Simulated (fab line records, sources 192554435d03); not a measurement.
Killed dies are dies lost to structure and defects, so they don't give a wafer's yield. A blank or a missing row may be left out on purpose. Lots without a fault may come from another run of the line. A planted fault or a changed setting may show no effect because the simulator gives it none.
Chamber matching | flow n5_finfet | N5_BEOL_M15_ETCH_57 on rie_diel-03: 4 sister chambers
The step etches SOC in N2/H2, time 750 s. 4 wafers are shown with their chamber, then 8 later ones without.

WAFERS WITH THEIR CHAMBER
wafer  | chamber | showerhead_plenum_p_Torr (Torr)
L086.3 | 0       | 2.48
L086.4 | 1       | 2.49
L088.4 | 3       | 2.62
L092.2 | 2       | 2.59

WAFERS WITHOUT THEIR CHAMBER
wafer  | showerhead_plenum_p_Torr (Torr)
L092.3 | 2.62
L092.5 | 2.62
L093.2 | 2.58
L093.5 | 2.62
L093.6 | 2.48
L096.3 | 2.48
L096.5 | 2.61
L096.6 | 2.48

WHICH CHAMBER EACH WENT THROUGH
wafer  | from the rows above     | in truth
L092.3 | 3                       | 3
L092.5 | 3                       | 3
L093.2 | 2                       | 2
L093.5 | 3                       | 3
L093.6 | 0                       | 0
L096.3 | 0                       | 0
L096.5 | can't be placed: 3 or 2 | 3
L096.6 | 0                       | 0
Placed correctly: 7 of 8. Can't be placed from these rows: 1 (the true chamber is among the candidates in 1). Placed wrongly: 0.
How it was worked out, from the rows above alone: a wafer's distance from a chamber is the root of the sum, over the readings, of the square of ((its reading less the chamber's mean) divided by the reading's scatter). The wafer belongs to the nearest chamber; if the next one is less than 2 further off, it can't be placed. A chamber's mean is the mean of its shown wafers. The scatter: with one shown wafer a chamber, the root of the mean of the squares of how far each hidden wafer lies from its nearest shown one.
